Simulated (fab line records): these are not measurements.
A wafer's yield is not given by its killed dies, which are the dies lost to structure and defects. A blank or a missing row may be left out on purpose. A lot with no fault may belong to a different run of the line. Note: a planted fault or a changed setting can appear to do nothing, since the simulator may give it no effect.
Split-lot trial | flow n5Finfet | on a route of 1938 steps: 7 lots, 21 wafers read

## ON THE SPLIT
At N5_BEOL_M8_COAT_05 (resist thk 90 nm), the setting spinRpm was moved away from the recipe's 1500 rpm on 7 of the 21 wafers read, by -5.4% to +9.5%. This setting was run at the recipe's value on the other wafers.

## FROM THE SPLIT TO THE READING: what the file shows between them, 5 steps
- N5_BEOL_M8_EXPOSE_08: exposes mask M8 (also split here: doseMj)
- N5_BEOL_M8_PEB_09: peb time 60 s
- N5_BEOL_M8_DEVELOP_10: develop time 30 s
- N5_BEOL_M8_CD_MEAS_11: target cd 38.5 nm
- N5_BEOL_M8_DESCUM_16: chemistry O2, time 7.9 s

## THE READING
CAR-ArF_of_BEOL_M8_COAT_05.thkNm (the simulator's own value, which no gauge read), in nm, at N5_BEOL_M8_ETCH_61 (etches SiARC in CF4, target depth 45.5 nm, time 75.8 s). The file gives no usual value for it. Across the 14 wafers here that went through the recipe, the average is 50.8 nm and the standard deviation 0.22 nm.

wafer  | tool, chamber at the split | spinRpm as run, rpm | against the recipe | CAR-ArF_of_BEOL_M8_COAT_05.thkNm, nm | against lot-mates on the recipe
L078.1 | lithoTrack-05, 0           | 1419                | -5.4%              | 53.8                                 | +2.8
L078.2 | lithoTrack-05, 0           | 1500                | recipe             | 51                                   | -
L078.3 | lithoTrack-05, 0           | 1419                | -5.4%              | 53.8                                 | +2.8
L081.1 | lithoTrack-02, 0           | 1428                | -4.8%              | 53.4                                 | +2.8
L081.3 | lithoTrack-02, 0           | 1500                | recipe             | 50.8                                 | -
L081.6 | lithoTrack-02, 0           | 1500                | recipe             | 50.4                                 | -
L089.3 | lithoTrack-02, 0           | 1500                | recipe             | 50.8                                 | -
L089.5 | lithoTrack-02, 0           | 1642                | +9.5%              | 46.6                                 | -4.2
L089.6 | lithoTrack-02, 0           | 1642                | +9.5%              | 47                                   | -3.8
L090.1 | lithoTrack-01, 0           | 1500                | recipe             | 50.8                                 | -
L090.5 | lithoTrack-01, 0           | 1500                | recipe             | 50.8                                 | -
L090.6 | lithoTrack-01, 0           | 1500                | recipe             | 50.8                                 | -
L096.1 | lithoTrack-02, 0           | 1434                | -4.4%              | 53                                   | +2.2
L096.2 | lithoTrack-02, 0           | 1500                | recipe             | 50.8                                 | -
L096.4 | lithoTrack-02, 0           | 1434                | -4.4%              | 52.8                                 | +2.0
L094.1 | lithoTrack-01, 0           | 1500                | recipe             | 50.4                                 | -
L094.2 | lithoTrack-01, 0           | 1500                | recipe             | 50.6                                 | -
L094.5 | lithoTrack-01, 0           | 1500                | recipe             | 50.6                                 | -
L097.1 | lithoTrack-01, 0           | 1500                | recipe             | 51.2                                 | -
L097.2 | lithoTrack-01, 0           | 1500                | recipe             | 51                                   | -
L097.3 | lithoTrack-01, 0           | 1500                | recipe             | 51                                   | -

THE FIT
A straight line over all 21 wafers: CAR-ArF_of_BEOL_M8_COAT_05.thkNm changes by -0.463 nm for each +1% of spinRpm; r = -0.99; the points scatter about the line by 0.28 nm.
The same after taking each lot's own level away (the mean of its wafers on the recipe; 21 wafers): -0.459 nm for each +1%; r = -0.99; scatter 0.21 nm.
Per that fit: largest spinRpm move, reading shift of 4.3 nm.
Across the lots, their own levels run from 50.53 to 51.07 nm, a range of 2.4 times the standard deviation given above.
The two slopes agree, so the slope changes little with the lot-to-lot level.
Check: -4.27 nm against its lot-mates is what the line predicts for one of the wafers moved furthest among these (+9.5%) when that wafer is left out of the fit. It came out at -4.2 nm against them.

## ADDITIONAL SPLITS CARRIED BY THESE WAFERS
Before the reading, these wafers also passed through other splits. Each is held against what the fit with the lots' levels taken away leaves over:
other split on the same wafers | wafers away from the commonest value | r with CAR-ArF_of_BEOL_M8_COAT_05.thkNm (lot level and that fit taken away)
N5_BEOL_M6_EXPOSE_25 doseMj    | 3                                    | +0.16
N5_BEOL_M6_VIA_ETCH_34 timeS   | 6                                    | +0.08
N5_BEOL_M7_COAT_71 spinRpm     | 5                                    | -0.02
N5_BEOL_M7_DESCUM_33 timeS     | 10                                   | +0.05
N5_BEOL_M8_EXPOSE_08 doseMj    | 8                                    | -0.58

## THE WHOLE CHAIN: every reading that the file lists as answering this split, in the file's order
step                  | what it does                                           | reading                                                                           | change (the file's fit)               | r (the file's)
N5_BEOL_M8_COAT_05    | resist thk 90 nm                                       | CAR-ArF_of_BEOL_M8_COAT_05.thkNm (the simulator's own value, which no gauge read) | -0.449 nm for each +1% of the setting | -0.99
N5_BEOL_M8_DEVELOP_10 | develop time 30 s                                      | CAR-ArF_of_BEOL_M8_COAT_05.thkNm (the simulator's own value, which no gauge read) | -0.44 nm for each +1% of the setting  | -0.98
N5_BEOL_M8_ETCH_61    | etches SiARC in CF4, target depth 45.5 nm, time 75.8 s | CAR-ArF_of_BEOL_M8_COAT_05.thkNm (the simulator's own value, which no gauge read) | -0.469 nm for each +1% of the setting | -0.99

## FILE'S OWN FIT
CAR-ArF_of_BEOL_M8_COAT_05.thkNm changes by -0.469 nm for each +1% of spinRpm, r = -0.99.
